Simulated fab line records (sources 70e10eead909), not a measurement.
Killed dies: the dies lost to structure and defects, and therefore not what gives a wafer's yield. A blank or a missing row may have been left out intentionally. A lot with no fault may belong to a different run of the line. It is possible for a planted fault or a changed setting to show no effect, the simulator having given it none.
fab line records | flow nand_harc
[record] lots = 6 wafers = 18 last_day = 24
route steps=1159 shown A_CONTACT@846 END@1159
lots untouched by any fault: they come from a run of this same line in which no faults occurred
start_h: the number of hours between the record's first day and the start of the first shown wafer of the lot | wait_h: hours elapsed since this lot's preceding step | " as in the row above | L1.1+2: several wafers, shown together as one row | - value missing, or start not given | * or withheld: withheld | < > ~ a bound
route shown NAME@n: NAME is a module with steps in the file, n the number in the route of the first one | usual: mean and standard deviation over wafers with no fault | same: alike in all rows | chamber/n: place in a boat | sites: the reading at each site | _std_site: the values' standard deviation | _edge_site: inner sites' mean taken away from outer sites' mean | radius_mm: how far each site lies from the wafer's centre | mask NAME#n: copy n | behind: the most recent tool/chamber to have shaped the wafer | hold: why the lot went on hold/how many hours it stayed there/how the hold came to an end | device: the n, p or np transistor that did not switch | end of line: the tests these same wafers got at the end of their route | for a step that has no rows: nothing shown but its recipe | killed: not the wafer's yield, but the dies lost to structure and defects at the first sort | map: shows each die of a wafer: x if killed, . if not, _ if none is there
set.NAME: the run value of the setting; set.NAME@STEP: its run value at that earlier step | model.NAME: the simulator's own value behind a step, which no gauge read
lots at selected steps of the route; one table per step, one row per wafer
services: the hour from which a tool's chamber was out of use, counted from the record's first day as start_h (under 0 if before that day), plus the number of hours and why
[[steps]]
[step NHARC_A_CONTACT_COAT_34]
[recipe] temp_c = 260 time_s = 75
[step NHARC_A_CONTACT_COAT_35]
[recipe] temp_c = 225 time_s = 65
[step NHARC_A_CONTACT_COAT_36]
[recipe] spin_rpm = 1500 resist_thk_nm = 90
[step NHARC_A_CONTACT_SOFTBAKE_37]
[recipe] temp_c = 105 time_s = 55
[step NHARC_A_CONTACT_EBR_38]
[step NHARC_A_CONTACT_EXPOSE_39]
[recipe] na = 1.35 sigma_outer = 0.8 dose_mj = 58.79 mask_id = A_CC_3
[step NHARC_A_CONTACT_PEB_40]
[recipe] peb_temp_c = 100 peb_time_s = 65
[step NHARC_A_CONTACT_DEVELOP_41]
[recipe] develop_time_s = 35 dev_temp_c = 23
[step NHARC_A_CONTACT_CD_MEAS_42]
[recipe] target_cd_nm = 200 landing_energy_ev = 500
[usual] cd_nm = 199.8/0.47
// columns lot.wafer tool chamber start_h wait_h cd_nm
L493.3 cd_sem-03 0 370.63 - 200.2
L493.4 " 0 " " 198.9
L493.6 " 0 " " 199.3
L500.1 cd_sem-02 0 417.43 - 200.6
L500.3 " 0 " " 200.0
L500.4 " 0 " " 200.0
L501.2 cd_sem-02 0 418.09 - 200.3
L501.3 " 0 " " 200.5
L501.4 " 0 " " 200.7
L503.2 cd_sem-02 0 425.19 - 199.7
L503.5 " 0 " " 199.6
L503.6 " 0 " " 199.7
L511.1 cd_sem-03 0 495.41 - 199.3
L511.3 " 0 " " 200.5
L511.4 " 0 " " 199.6
L516.2 cd_sem-01 0 510.40 - 199.7
L516.3 " 0 " " 199.4
L516.6 " 0 " " 199.1
[step NHARC_A_CONTACT_OVL_MEAS_43]
[usual] overlay_x_nm = 0.2/0.56 overlay_y_nm = -0.1/0.76
// columns lot.wafer tool chamber start_h wait_h overlay_x_nm overlay_y_nm
L493.3 overlay-01 - 370.71 - 1.4 -0.4
L493.4 " - " " 1.5 -0.3
L493.6 " - " " 0.8 0.0
L500.1 overlay-01 - 417.52 - 0.5 -1.2
L500.3 " - " " 0.4 -1.6
L500.4 " - " " 0.2 -1.2
L501.2 overlay-01 - 418.17 - -0.1 0.0
L501.3 " - " " 0.0 0.8
L501.4 " - " " -0.1 0.4
L503.2 overlay-02 - 425.28 - -0.6 -0.4
L503.5 " - " " 0.4 -0.5
L503.6 " - " " 0.4 -0.9
L511.1 overlay-02 - 495.50 - 0.6 0.6
L511.3 " - " " 0.1 -0.1
L511.4 " - " " 0.6 0.4
L516.2 overlay-01 - 510.49 - 0.4 1.7
L516.3 " - " " 0.9 1.9
L516.6 " - " " 0.7 1.4
[step NHARC_A_CONTACT_INSPECT_44]
[usual] raw_defect_count = 26/11
// columns lot.wafer tool chamber start_h wait_h raw_defect_count
L493.3 defect_inspect-01 - 370.75 0.0 24
L493.4 " - " " 38
L493.6 " - " " 34
L500.1 defect_inspect-01 - 417.55 0.0 21
L500.3 " - " " 32
L500.4 " - " " 38
L501.2 defect_inspect-01 - 418.22 0.0 19
L501.3 " - " " 34
L501.4 " - " " 14
L503.2 defect_inspect-02 - 425.32 0.0 16
L503.5 " - " " 15
L503.6 " - " " 24
L511.1 defect_inspect-02 - 495.54 0.0 24
L511.3 " - " " 25
L511.4 " - " " 16
L516.2 defect_inspect-01 - 510.52 0.0 6
L516.3 " - " " 7
L516.6 " - " " 11
[step NHARC_A_CONTACT_DESCUM_47]
[recipe] time_s = 3 o2_flow_sccm = 200 ar_flow_sccm = 0 bias_power_w = 0 chemistry = O2
[usual] chamber_pressure_mTorr = 60.00/0.055 drypump_motor_current_A = 5.6/0.37 mfc_ar_sccm = 0.003/0.0062 oes_product_au = 1.002/0.0081 rf_vpp_V = 57.8/0.92 showerhead_plenum_p_Torr = 1.92/0.11 throttle_valve_pct = 11.311/0.0095
// columns lot.wafer tool chamber start_h wait_h chamber_pressure_mTorr drypump_motor_current_A mfc_ar_sccm oes_product_au rf_hours_counter_h rf_vpp_V showerhead_plenum_p_Torr throttle_valve_pct
L493.3 rie_diel-13 3 370.83 0.1 59.92 5.4 0.022 1.001 30 56.6 1.87 11.311
L493.4 " 0 " " 60.08 5.5 0 1.017 30 58.4 1.90 11.310
L493.6 " 1 " " 59.96 6.3 0 0.998 - 56.1 1.80 11.313
L500.4 rie_diel-07 1 417.61 0.1 59.95 5.7 0 1.010 0 59.1 1.95 11.318
L500.1 " 3 " " 59.96 6.1 0.006 1.005 0 57.7 1.77 11.314
L500.3 " 0 " " 60.09 5.1 0 1.007 0 55.9 2.03 11.316
L501.4 rie_diel-01 3 418.28 0.1 59.97 5.5 0.023 1.011 40 57.4 1.91 11.290
L501.2 " 0 " " 60.05 5.4 0.008 1.002 36 59.9 1.80 11.299
L501.3 " 2 " " 59.93 6.4 0 1.012 35 57.6 1.96 11.310
L503.2 rie_diel-07 2 425.40 0.1 60.03 5.5 0 1.001 1 58.7 2.08 11.315
L503.6 " 3 " " 59.99 6.1 0.006 1.010 - 58.8 1.77 11.310
L503.5 " 0 " " 59.95 5.0 0 1.009 - 59.4 2.02 11.326
L511.1 rie_diel-07 3 495.60 0.1 59.91 6.1 0.006 0.998 16 59.4 1.76 11.304
L511.4 " 0 " " 59.90 5.0 0 1.008 16 56.4 2.02 11.289
L511.3 " 1 " " 59.98 5.7 0 0.995 14 59.2 1.95 11.323
L516.2 rie_diel-07 0 510.60 0.1 59.98 5.0 0 0.999 20 59.4 2.02 11.307
L516.3 " 2 " " 60.05 5.5 0 1.000 18 59.0 2.07 11.308
L516.6 " 1 " " 59.91 5.7 0 1.002 - 57.2 1.95 11.301
[step NHARC_A_CONTACT_ETCH_48]
[recipe] target_depth_a = 390 over_etch_frac = 0.3 time_s = 65 ion_energy_ev = 80 cf4_flow_sccm = 150 ar_flow_sccm = 0 rf_w = 300 bias_w = 100 chemistry = CF4
[usual] chamber_pressure_mTorr = 50.00/0.044 drypump_motor_current_A = 5.7/0.36 mfc_ar_sccm = 0.003/0.0066 oes_product_au = 1.002/0.0075 rf_vpp_V = 151.4/1.5 showerhead_plenum_p_Torr = 1.77/0.098 throttle_valve_pct = 13.284/0.0088
// columns lot.wafer tool chamber start_h wait_h chamber_pressure_mTorr drypump_motor_current_A mfc_ar_sccm oes_product_au rf_hours_counter_h rf_vpp_V showerhead_plenum_p_Torr throttle_valve_pct
L493.4 rie_diel-13 1 370.90 0.1 50.00 6.3 0 1.007 32 150.6 1.68 13.279
L493.3 " 3 " " 50.05 5.4 0.022 0.996 30 151.9 1.73 13.289
L493.6 " 2 " " 50.00 5.6 0 1.018 - 152.9 1.90 13.284
L500.1 rie_diel-07 3 417.70 0.1 50.04 6.1 0.006 1.007 0 148.7 1.65 13.277
L500.3 " 0 " " 50.05 5.0 0 0.775 0 154.7 1.86 13.297
L500.4 " 1 " " 49.99 5.7 0 1.005 0 152.2 1.80 13.288
L501.3 rie_diel-01 3 418.36 0.1 49.97 5.5 0.023 1.003 40 151.8 1.77 13.282
L501.4 " 0 " " 49.99 5.4 0.008 0.997 36 150.1 1.67 13.271
L501.2 " 2 " " 49.99 6.2 0 1.005 35 150.8 1.81 13.294
L503.2 rie_diel-07 0 425.47 0.1 50.02 5.0 0 0.780 1 153.7 1.86 13.281
L503.6 " 2 " " 49.98 5.5 0 1.002 - 152.5 1.91 13.288
L503.5 " 3 " " 49.98 6.1 0.006 0.991 - 149.3 1.64 13.271
L511.1 rie_diel-07 2 495.68 0.1 50.03 5.5 0 1.007 15 153.3 1.90 13.291
L511.4 " 0 " " 49.99 5.1 0 1.008 16 152.0 1.86 13.279
L511.3 " 1 " " 50.01 5.7 0 0.994 14 150.5 1.80 13.287
L516.3 rie_diel-07 3 510.70 0.1 49.97 6.1 0.006 0.986 20 149.8 1.64 13.296
L516.2 " 0 " " 50.00 5.0 0 1.010 20 150.1 1.86 13.292
L516.6 " 3 " " 49.99 6.1 0.006 0.997 - 150.8 1.64 13.275
[step NHARC_A_CONTACT_ETCH_49]
[recipe] target_depth_a = 2600 over_etch_frac = 0.3 time_s = 475.3 ion_energy_ev = 200 n2_flow_sccm = 150 h2_flow_sccm = 150 ar_flow_sccm = 0 rf_w = 400 bias_w = 150 chemistry = N2/H2
[usual] chamber_pressure_mTorr = 30.001/0.029 drypump_motor_current_A = 5.7/0.36 mfc_ar_sccm = 0.003/0.0067 oes_product_au = 1.003/0.0067 rf_vpp_V = 431/3.5 showerhead_plenum_p_Torr = 2.04/0.12 throttle_valve_pct = 14.171/0.009
// columns lot.wafer tool chamber start_h wait_h chamber_pressure_mTorr drypump_motor_current_A mfc_ar_sccm oes_product_au rf_hours_counter_h rf_vpp_V showerhead_plenum_p_Torr throttle_valve_pct
L493.3 rie_diel-13 3 - - 29.962 5.4 0.022 0.989 30 430 1.99 14.166
L493.4 " 2 " " 30.035 5.6 0 1.012 31 435 2.21 14.181
L493.6 " 0 " " 29.977 5.5 0 1.013 - 429 2.02 14.167
L500.4 rie_diel-07 2 - - 29.972 5.5 0 1.011 0 435 2.22 14.177
L500.3 " 3 " " 30.010 6.1 0.006 1.007 0 428 1.88 14.172
L500.1 " 0 " " 30.012 5.0 0 1.007 0 434 2.16 14.181
L501.3 rie_diel-01 3 - - 30.000 5.6 0.023 1.012 40 430 2.04 14.154
L501.2 " 0 " " 30.030 5.4 0.008 1.009 36 427 1.91 14.186
L501.4 " 2 " " 30.018 6.3 0 1.009 36 432 2.09 14.185
L503.2 rie_diel-07 1 - - 30.017 5.7 0 1.009 1 431 2.08 14.179
L503.5 " 2 " " 30.035 5.5 0 0.995 - 434 2.22 14.191
L503.6 " 3 " " 30.003 6.1 0.006 0.993 - 427 1.88 14.161
L511.1 rie_diel-07 2 - - 29.971 5.5 0 1.005 15 436 2.21 14.174
L511.4 " 3 " " 29.993 6.1 0.006 1.005 16 426 1.88 14.178
L511.3 " 1 " " 29.982 5.7 0 0.998 15 432 2.08 14.171
L516.3 rie_diel-07 1 - - 30.023 5.7 0 1.000 19 431 2.08 14.161
L516.2 " 3 " " 30.023 6.1 0.006 0.998 20 427 1.88 14.179
L516.6 " 2 " " 29.984 5.5 0 1.006 - 436 2.21 14.170
[step NHARC_END_SORT_01]
[recipe] temp_c = 25
[usual] killed_at_array = 26/8.6 killed_at_other = 0.7/0.97 killed_at_periphery = 3.2/2.2 killed_dies = 30/8.9 killed_open = 3.1/1.8 killed_short = 2.2/1.8
[same] gross_dies = 677
// columns lot.wafer tool chamber start_h wait_h hold killed_at_array killed_at_other killed_at_periphery killed_dies killed_open killed_short
L500.1 prober-02 0 489.87 2.5 await_dispo/3.4h/release 25 0 3 28 1 6
L500.3 prober-02 0 491.46 3.1 await_dispo/3.4h/release 675 0 2 677 2 3
L500.4 prober-02 0 492.26 3.4 await_dispo/3.4h/release 45 2 3 50 6 3
L501.2 prober-01 0 490.65 2.8 - 23 0 2 25 2 4
L501.3 prober-01 0 491.46 3.1 - 27 0 4 31 4 0
L501.4 prober-01 0 492.26 3.4 - 23 0 1 24 0 6
L503.2 prober-02 0 498.42 2.8 await_dispo/1.6h/release 676 0 1 677 4 1
L503.5 prober-02 0 500.82 3.7 await_dispo/1.6h/release 25 0 3 28 4 3
L503.6 prober-02 0 501.62 4.0 await_dispo/1.6h/release 24 0 3 27 3 1
L511.1 prober-02 0 563.81 2.5 - 28 0 1 29 1 2
L511.3 prober-02 0 565.41 3.1 - 29 1 2 32 6 0
L511.4 prober-02 0 566.22 3.4 - 20 0 1 21 2 1
L516.2 prober-01 0 581.26 2.8 - 12 2 2 16 4 0
L516.3 prober-01 0 582.06 3.1 - 12 1 3 16 6 1
L516.6 prober-01 0 584.45 4.0 - 13 1 9 23 8 3
// killed by level:class
L500.1 A_SLIT:chamber_film_flake=10 A_WL_FILL:geometric_particle:short=4 A_STAIRCASE:chamber_film_flake=3 P_GATE:chamber_film_flake=2 A_CHANNEL_HOLE_D1:chamber_film_flake=2 A_CONTACT:chamber_film_flake=2 A_CHANNEL_HOLE_D1:geometric_particle:short=1 A_CHANNEL_FILL_D1:geometric_particle:open=1
L501.2 A_CHANNEL_HOLE_D1:chamber_film_flake=11 A_CONTACT:chamber_film_flake=3 A_ZERO_WELL:chamber_film_flake=2 A_STAIRCASE:chamber_film_flake=2 P_CONTACT:geometric_particle:short=1 A_SOURCE_PLATE:geometric_particle:short=1 A_ONON_D1:geometric_particle:open=1 A_CHANNEL_HOLE_D1:geometric_particle:short=1
L501.3 A_CHANNEL_HOLE_D1:chamber_film_flake=17 A_STAIRCASE:chamber_film_flake=3 A_CONTACT:chamber_film_flake=3 A_ZERO_WELL:chamber_film_flake=2 P_GATE:geometric_particle:open=1 P_CONTACT:geometric_particle:open=1 A_CONTACT:geometric_particle:open=1 A_M1:geometric_particle:open=1
L500.3 A_CONTACT:area_etch=645 A_SLIT:chamber_film_flake=13 A_STAIRCASE:chamber_film_flake=7 A_CONTACT:chamber_film_flake=4 A_SOURCE_PLATE:geometric_particle:short=2 A_CONTACT:geometric_particle:open=2 A_CHANNEL_HOLE_D1:chamber_film_flake=2 P_CONTACT:geometric_particle:short=1
L500.4 A_SLIT:chamber_film_flake=16 A_STAIRCASE:chamber_film_flake=8 A_CHANNEL_HOLE_D1:chamber_film_flake=6 A_CONTACT:chamber_film_flake=5 A_CHANNEL_FILL_D1:geometric_particle:open=2 STARTING-WAFER:geometric_particle:open=2 P_ZERO_WELL:chamber_film_flake=2 A_WL_FILL:chamber_film_flake=2
L501.4 A_CHANNEL_HOLE_D1:chamber_film_flake=12 A_CONTACT:chamber_film_flake=3 A_WL_FILL:geometric_particle:short=2 A_STAIRCASE:chamber_film_flake=2 A_ONON_D1:geometric_particle:short=1 A_CHANNEL_FILL_D1:geometric_particle:short=1 A_SGD_CUT:geometric_particle:short=1 A_M0:geometric_particle:short=1
L503.2 A_CONTACT:area_etch=653 A_CHANNEL_HOLE_D1:chamber_film_flake=6 A_STAIRCASE:chamber_film_flake=4 A_WL_FILL:chamber_film_flake=3 A_CONTACT:chamber_film_flake=3 A_SLIT:chamber_film_flake=2 A_ONON_D1:geometric_particle:open=1 A_CHANNEL_FILL_D1:geometric_particle:open=1
L503.5 A_CHANNEL_HOLE_D1:chamber_film_flake=7 A_CONTACT:chamber_film_flake=4 A_STAIRCASE:chamber_film_flake=4 A_CHANNEL_FILL_D1:geometric_particle:short=3 A_CONTACT:geometric_particle:open=2 P_M0:chamber_film_flake=2 A_SLIT:chamber_film_flake=2 A_WL_FILL:chamber_film_flake=2
L503.6 A_CHANNEL_HOLE_D1:chamber_film_flake=7 A_STAIRCASE:chamber_film_flake=6 A_SLIT:chamber_film_flake=3 A_WL_FILL:chamber_film_flake=3 A_CONTACT:chamber_film_flake=2 P_M0:geometric_particle:open=1 P_M2:geometric_particle:short=1 A_CHANNEL_FILL_D1:geometric_particle:open=1
L511.1 A_CHANNEL_HOLE_D1:chamber_film_flake=11 A_CONTACT:chamber_film_flake=6 A_SLIT:chamber_film_flake=4 A_SGD_CUT:chamber_film_flake=3 A_WL_FILL:chamber_film_flake=2 P_M1:geometric_particle:short=1 A_ONON_D1:geometric_particle:open=1 A_M1:geometric_particle:short=1
L511.3 A_SGD_CUT:chamber_film_flake=8 A_CHANNEL_HOLE_D1:chamber_film_flake=7 A_CONTACT:chamber_film_flake=5 A_SLIT:chamber_film_flake=2 A_WL_FILL:chamber_film_flake=2 P_CONTACT:geometric_particle:open=1 P_M1:geometric_particle:open=1 A_ONON_D1:geometric_particle:open=1
L511.4 A_CHANNEL_HOLE_D1:chamber_film_flake=7 A_CONTACT:chamber_film_flake=5 A_SGD_CUT:chamber_film_flake=2 A_SLIT:chamber_film_flake=2 A_CHANNEL_HOLE_D1:geometric_particle:short=1 A_CHANNEL_FILL_D1:geometric_particle:open=1 A_M0:geometric_particle:open=1 P_STI:chamber_film_flake=1
L516.2 A_CONTACT:chamber_film_flake=5 A_WL_FILL:chamber_film_flake=2 P_GATE:geometric_particle:open=1 A_CHANNEL_HOLE_D1:geometric_particle:open=1 A_M1:geometric_particle:open=1 STARTING-WAFER:geometric_particle:open=1 P_GATE:chamber_film_flake=1 A_CHANNEL_HOLE_D1:unspecified=1
L516.3 A_CONTACT:chamber_film_flake=4 A_STAIRCASE:chamber_film_flake=2 P_CONTACT:geometric_particle:open=1 P_M0:geometric_particle:open=1 P_M1:geometric_particle:open=1 A_CHANNEL_HOLE_D1:geometric_particle:short=1 A_CHANNEL_FILL_D1:geometric_particle:open=1 A_WL_FILL:geometric_particle:open=1
L516.6 P_M1:geometric_particle:open=3 A_CHANNEL_HOLE_D1:unspecified=3 P_M0:chamber_film_flake=2 P_BONDPAD:chamber_film_flake=2 A_CHANNEL_HOLE_D1:chamber_film_flake=2 A_CONTACT:chamber_film_flake=2 P_CONTACT:geometric_particle:open=1 P_M0:geometric_particle:open=1
// map L500.3 (x killed, . not)
____________x____________
_________xxxxxxx_________
_______xxxxxxxxxxx_______
______xxxxxxxxxxxxx______
_____xxxxxxxxxxxxxxx_____
____xxxxxxxxxxxxxxxxx____
____xxxxxxxxxxxxxxxxx____
___xxxxxxxxxxxxxxxxxxx___
___xxxxxxxxxxxxxxxxxxx___
__xxxxxxxxxxxxxxxxxxxxx__
__xxxxxxxxxxxxxxxxxxxxx__
_xxxxxxxxxxxxxxxxxxxxxxx_
_xxxxxxxxxxxxxxxxxxxxxxx_
_xxxxxxxxxxxxxxxxxxxxxxx_
_xxxxxxxxxxxxxxxxxxxxxxx_
_xxxxxxxxxxxxxxxxxxxxxxx_
xxxxxxxxxxxxxxxxxxxxxxxxx
xxxxxxxxxxxxxxxxxxxxxxxxx
xxxxxxxxxxxxxxxxxxxxxxxxx
xxxxxxxxxxxxxxxxxxxxxxxxx
xxxxxxxxxxxxxxxxxxxxxxxxx
_xxxxxxxxxxxxxxxxxxxxxxx_
_xxxxxxxxxxxxxxxxxxxxxxx_
_xxxxxxxxxxxxxxxxxxxxxxx_
_xxxxxxxxxxxxxxxxxxxxxxx_
_xxxxxxxxxxxxxxxxxxxxxxx_
__xxxxxxxxxxxxxxxxxxxxx__
__xxxxxxxxxxxxxxxxxxxxx__
___xxxxxxxxxxxxxxxxxxx___
___xxxxxxxxxxxxxxxxxxx___
____xxxxxxxxxxxxxxxxx____
____xxxxxxxxxxxxxxxxx____
_____xxxxxxxxxxxxxxx_____
______xxxxxxxxxxxxx______
_______xxxxxxxxxxx_______
_________xxxxxxx_________
____________x____________
// map L503.2 (x killed, . not)
____________x____________
_________xxxxxxx_________
_______xxxxxxxxxxx_______
______xxxxxxxxxxxxx______
_____xxxxxxxxxxxxxxx_____
____xxxxxxxxxxxxxxxxx____
____xxxxxxxxxxxxxxxxx____
___xxxxxxxxxxxxxxxxxxx___
___xxxxxxxxxxxxxxxxxxx___
__xxxxxxxxxxxxxxxxxxxxx__
__xxxxxxxxxxxxxxxxxxxxx__
_xxxxxxxxxxxxxxxxxxxxxxx_
_xxxxxxxxxxxxxxxxxxxxxxx_
_xxxxxxxxxxxxxxxxxxxxxxx_
_xxxxxxxxxxxxxxxxxxxxxxx_
_xxxxxxxxxxxxxxxxxxxxxxx_
xxxxxxxxxxxxxxxxxxxxxxxxx
xxxxxxxxxxxxxxxxxxxxxxxxx
xxxxxxxxxxxxxxxxxxxxxxxxx
xxxxxxxxxxxxxxxxxxxxxxxxx
xxxxxxxxxxxxxxxxxxxxxxxxx
_xxxxxxxxxxxxxxxxxxxxxxx_
_xxxxxxxxxxxxxxxxxxxxxxx_
_xxxxxxxxxxxxxxxxxxxxxxx_
_xxxxxxxxxxxxxxxxxxxxxxx_
_xxxxxxxxxxxxxxxxxxxxxxx_
__xxxxxxxxxxxxxxxxxxxxx__
__xxxxxxxxxxxxxxxxxxxxx__
___xxxxxxxxxxxxxxxxxxx___
___xxxxxxxxxxxxxxxxxxx___
____xxxxxxxxxxxxxxxxx____
____xxxxxxxxxxxxxxxxx____
_____xxxxxxxxxxxxxxx_____
______xxxxxxxxxxxxx______
_______xxxxxxxxxxx_______
_________xxxxxxx_________
____________x____________
[[services]]
// columns tool chamber start_h hours kind
rie_diel-07 0 359.75 - clean
rie_diel-07 1 359.75 - clean
rie_diel-07 2 359.75 - clean
rie_diel-07 3 359.75 - clean
rie_diel-07 0 380.10 8.9 repair
rie_diel-07 1 384.25 - clean
rie_diel-07 2 384.25 - clean
rie_diel-07 3 384.25 - clean
rie_diel-07 - 405.25 9.0 pm
rie_diel-07 0 405.25 9.0 vent_cycle
rie_diel-07 1 405.25 9.0 vent_cycle
rie_diel-07 2 405.25 9.0 vent_cycle
rie_diel-07 3 405.25 9.0 vent_cycle
rie_diel-07 0 414.25 - clean
rie_diel-07 0 414.25 - consumable_replace:focus_ring
rie_diel-07 1 414.25 - clean
rie_diel-07 1 414.25 - consumable_replace:focus_ring
rie_diel-07 2 414.25 - clean
rie_diel-07 2 414.25 - consumable_replace:focus_ring
rie_diel-07 2 414.25 - consumable_replace:showerhead
rie_diel-01 1 434.38 29.7 repair
rie_diel-01 0 443.72 6.3 repair
rie_diel-13 - 453.14 9.0 pm
rie_diel-01 - 491.87 9.0 pm
[[key]]
[first_sign] step = NHARC_A_CONTACT_ETCH_48 reading = oes_product_au direction = down sigmas = 30 usual = 1.002 struck = 0.777
[effect] step = NHARC_END_SORT_01 reading = killed_at_array direction = up sigmas = 75 usual = 26 struck = 676
[more_kills_born_at] NHARC_A_CONTACT_ETCH_48@rie_diel-07 = 1298
met_at NHARC_A_CONTACT_ETCH_48
struck_wafers L500.3,L503.2
later_rows_left_out L500.3,L503.2
tester_left_out L500,L503
[fault] kind = process_parameter_drift tool = rie_diel-07 chamber = 0 onset_h = 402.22 steps = NHARC_A_CONTACT_ETCH_48 channel = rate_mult offset = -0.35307 shape = step end_h = 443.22
// tester_left_out: of these lots the tester's yield and bins aren't shown, on N5 and GAA mostly nor the transistor test; their killed dies are dies lost to structure and defects alone, not to doping, threshold or leakage, so they don't give the yield
// later_rows_left_out: the simulator's readings of these wafers behind a module that went badly wrong aren't trusted and aren't shown, but for the sort
